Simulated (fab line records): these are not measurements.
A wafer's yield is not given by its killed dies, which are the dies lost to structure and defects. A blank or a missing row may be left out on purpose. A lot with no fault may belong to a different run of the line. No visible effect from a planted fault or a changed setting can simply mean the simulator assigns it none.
Which tool is to blame? / flow n5Finfet / at 1 step of a route of 1938, 9 lots with 27 wafers sampled

## WHAT THE GAUGES READ, wafer by wafer
N5_BEOL_M4_RC_MEAS_101.
lot=L172; measured=day 8 01:47; on=prober-01; DIBL_N (mV/V)=37.0 37.5 39.1; DIBL_P (mV/V)=35.9 36.7 38.5; IOFF_N (nA/um)=0.143 0.148 0.185; IOFF_P (nA/um)=0.21 0.22 0.26; ION_N (uA/um)=676 671 681; ION_P (uA/um)=461 461 461; SS_N (mV/dec)=71.8 71.2 72.4; SS_P (mV/dec)=72.7 73.5 74.2; VT_N (mV)=252.6 249.8 250.0; VT_P (mV)=-250.7 -251.8 -247.3
lot=L176; measured=day 11 09:19; on=prober-02; DIBL_N (mV/V)=36.0 33.6 34.1; DIBL_P (mV/V)=36.3 33.3 33.2; IOFF_N (nA/um)=0.146 0.115 0.117; IOFF_P (nA/um)=0.21 0.17 0.16; ION_N (uA/um)=660 651 643; ION_P (uA/um)=461 452 450; SS_N (mV/dec)=70.8 70.3 70.9; SS_P (mV/dec)=72.8 72.7 72.8; VT_N (mV)=251.4 253.7 252.2; VT_P (mV)=-249.7 -251.9 -255.2
lot=L181; measured=day 11 09:31; on=prober-01; DIBL_N (mV/V)=36.0 34.8 36.1; DIBL_P (mV/V)=36.7 35.1 36.3; IOFF_N (nA/um)=0.182 0.161 0.184; IOFF_P (nA/um)=0.25 0.22 0.25; ION_N (uA/um)=693 685 683; ION_P (uA/um)=479 471 467; SS_N (mV/dec)=71.0 71.4 71.5; SS_P (mV/dec)=73.2 73.1 72.9; VT_N (mV)=243.4 248.1 246.3; VT_P (mV)=-244.7 -247.0 -244.7
lot=L182; measured=day 12 02:32; on=prober-02; DIBL_N (mV/V)=35.6 38.0 37.7; DIBL_P (mV/V)=34.9 38.2 38.4; IOFF_N (nA/um)=0.138 0.181 0.170; IOFF_P (nA/um)=0.20 0.25 0.25; ION_N (uA/um)=660 688 672; ION_P (uA/um)=460 472 465; SS_N (mV/dec)=70.9 71.8 71.3; SS_P (mV/dec)=73.2 73.6 73.4; VT_N (mV)=250.5 247.7 248.6; VT_P (mV)=-250.8 -247.1 -249.1
lot=L185; measured=day 12 06:18; on=prober-01; DIBL_N (mV/V)=35.4 36.4 35.7; DIBL_P (mV/V)=35.2 35.4 35.3; IOFF_N (nA/um)=0.133 0.146 0.138; IOFF_P (nA/um)=0.20 0.21 0.22; ION_N (uA/um)=672 672 671; ION_P (uA/um)=464 458 466; SS_N (mV/dec)=70.9 71.6 70.9; SS_P (mV/dec)=73.1 72.9 73.0; VT_N (mV)=252.5 251.4 253.0; VT_P (mV)=-249.9 -250.0 -249.8
lot=L191; measured=day 13 12:23; on=prober-01; DIBL_N (mV/V)=37.2 40.2 37.8; DIBL_P (mV/V)=36.4 40.3 37.3; IOFF_N (nA/um)=0.174 0.250 0.182; IOFF_P (nA/um)=0.23 0.32 0.25; ION_N (uA/um)=691 692 686; ION_P (uA/um)=470 476 478; SS_N (mV/dec)=72.1 72.2 72.6; SS_P (mV/dec)=73.7 74.3 73.4; VT_N (mV)=247.3 242.1 246.4; VT_P (mV)=-248.0 -242.5 -244.6
lot=L189; measured=day 13 17:49; on=prober-01; DIBL_N (mV/V)=36.7 35.8 35.5; DIBL_P (mV/V)=36.3 35.0 35.0; IOFF_N (nA/um)=0.156 0.146 0.132; IOFF_P (nA/um)=0.22 0.20 0.19; ION_N (uA/um)=672 675 663; ION_P (uA/um)=460 462 455; SS_N (mV/dec)=71.7 71.3 71.2; SS_P (mV/dec)=74.0 73.5 73.4; VT_N (mV)=248.6 250.2 251.6; VT_P (mV)=-251.5 -253.3 -255.1
lot=L193; measured=day 13 19:51; on=prober-02; DIBL_N (mV/V)=36.9 32.7 36.4; DIBL_P (mV/V)=37.2 32.8 36.9; IOFF_N (nA/um)=0.193 0.125 0.185; IOFF_P (nA/um)=0.25 0.17 0.23; ION_N (uA/um)=681 667 674; ION_P (uA/um)=468 462 456; SS_N (mV/dec)=72.2 71.1 71.6; SS_P (mV/dec)=73.8 72.2 74.1; VT_N (mV)=246.9 252.0 246.7; VT_P (mV)=-249.1 -252.9 -248.4
lot=L194; measured=day 14 11:16; on=prober-02; DIBL_N (mV/V)=35.6 35.2 36.3; DIBL_P (mV/V)=36.2 35.8 36.8; IOFF_N (nA/um)=0.162 0.156 0.168; IOFF_P (nA/um)=0.23 0.22 0.23; ION_N (uA/um)=684 686 684; ION_P (uA/um)=475 474 471; SS_N (mV/dec)=70.9 71.2 70.6; SS_P (mV/dec)=73.4 72.5 73.9; VT_N (mV)=247.1 247.3 246.5; VT_P (mV)=-247.2 -246.0 -246.6

## EACH LOT AND THE TOOL THAT RAN IT (in order: tool; ch and the chambers of the sampled wafers; start)
Record: no process step prior to these readings.

## WHAT THE TOOLS THEMSELVES READ (means of the sampled wafers that have a number; where no wafer has one, the mark that the record gives instead)
The record holds no such reading with a usual standard deviation.

## THE ANSWER, worked out from the rows above alone
Rule: usual is defined by the lots themselves. Put in order of their means at a reading, lots are off if they are a third of the lots or fewer, leave a main group of 4 or more, and stand apart from it by a gap of 3 or more times the standard deviation of the main group's means; of several such gaps the widest counts. A main group is skipped when, at the precision printed for the reading in the tables above, its means are all equal. Also off: a lot with no number at a reading for which 4 or more lots have one. Where the step has rows for the other lots, those lots are counted as sound. First the gauges in route order, then the tools' own readings, where a lot's mean is used as printed above. At the first step where some lot is off, the reading lying furthest off is the one used; lots without a number count as furthest.
Nothing can be told from this: no lot is off at any reading shown.

## WHAT THE SIMULATOR HAD INSERTED
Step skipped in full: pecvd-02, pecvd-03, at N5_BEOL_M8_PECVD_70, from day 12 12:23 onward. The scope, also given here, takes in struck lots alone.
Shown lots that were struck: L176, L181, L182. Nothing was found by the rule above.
